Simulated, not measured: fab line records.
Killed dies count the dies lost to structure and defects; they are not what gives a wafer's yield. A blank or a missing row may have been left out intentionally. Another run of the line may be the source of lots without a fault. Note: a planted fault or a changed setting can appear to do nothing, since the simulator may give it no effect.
Matching of chambers    flow n5Finfet    rieDiel-05 running N5_BEOL_M10_ETCH_61: 4 sister chambers
The step etches SiARC in CF4, target depth 39 nm, time 65 s. 24 wafers are shown with their chamber, then 12 later ones without.

WAFERS PAIRED WITH THEIR CHAMBERS
wafer   chamber  drypumpMotorCurrentA (A)  showerheadPlenumPTorr (Torr)  throttleValvePct (%)
L075.1  3        5.2                       2.10                          15.42
L075.3  1        6.4                       2.10                          15.33
L075.6  3        5.2                       2.10                          15.42
L077.1  2        5.4                       2.15                          15.43
L077.2  0        5.3                       2.16                          15.61
L077.3  3        5.3                       2.10                          15.43
L077.4  1        6.4                       2.10                          15.35
L077.5  1        6.4                       2.10                          15.34
L077.6  2        5.4                       2.15                          15.40
L081.1  2        5.4                       2.14                          15.42
L081.2  3        5.3                       2.10                          15.43
L081.5  0        5.3                       2.15                          15.62
L078.1  1        6.4                       2.09                          15.36
L078.2  2        5.4                       2.14                          15.43
L078.3  3        5.3                       2.09                          15.47
L078.4  0        5.3                       2.15                          15.64
L078.5  3        5.2                       2.09                          15.46
L078.6  0        5.3                       2.15                          15.64
L085.1  0        5.3                       2.15                          15.65
L085.2  1        6.4                       2.09                          15.37
L085.3  2        5.4                       2.14                          15.47
L086.3  0        5.3                       2.15                          15.65
L086.4  1        6.4                       2.09                          15.37
L086.5  1        6.4                       2.09                          15.39

SIGNATURES (means of the wafers above)
reading                chamber 0  chamber 1  chamber 2  chamber 3  scatter within a chamber
drypumpMotorCurrentA   5.300      6.400      5.400      5.250      0.0274
showerheadPlenumPTorr  2.1517     2.0943     2.1440     2.0967     0.00504
throttleValvePct       15.6350    15.3586    15.4300    15.4383    0.0209
Rule: for a wafer and a chamber, the distance is found by dividing, reading by reading, the gap between the wafer's reading and the chamber's mean by the reading's scatter, squaring, summing and taking the root. The wafer belongs to the nearest chamber; if the next one is less than 2 further off, it can't be placed. The scatter: the root of (the sum of the squares of (reading less its chamber's mean) over the shown wafers, divided by (wafers less chambers)).

WAFERS WHOSE CHAMBER IS MISSING
wafer   drypumpMotorCurrentA (A)  showerheadPlenumPTorr (Torr)  throttleValvePct (%)
L087.2  5.2                       2.15                          15.67
L087.3  5.4                       2.14                          15.47
L087.5  5.4                       2.14                          15.47
L091.1  5.4                       2.14                          15.47
L091.2  5.2                       2.09                          15.48
L091.4  6.4                       2.09                          15.40
L090.2  5.2                       2.09                          15.49
L090.4  5.4                       2.14                          15.47
L090.5  5.4                       2.14                          15.48
L097.1  5.4                       2.13                          15.52
L097.2  6.4                       2.08                          15.42
L097.4  5.3                       2.08                          15.51

EACH ONE'S CHAMBER
wafer   from the rows above  in truth
L087.2  0                    0
L087.3  2                    2
L087.5  2                    2
L091.1  2                    2
L091.2  3                    3
L091.4  1                    1
L090.2  3                    3
L090.4  2                    2
L090.5  2                    2
L097.1  2                    2
L097.2  1                    1
L097.4  3                    3
Placed correctly: 12 of 12. Left unplaced by these rows: 0. Placed wrongly: 0.
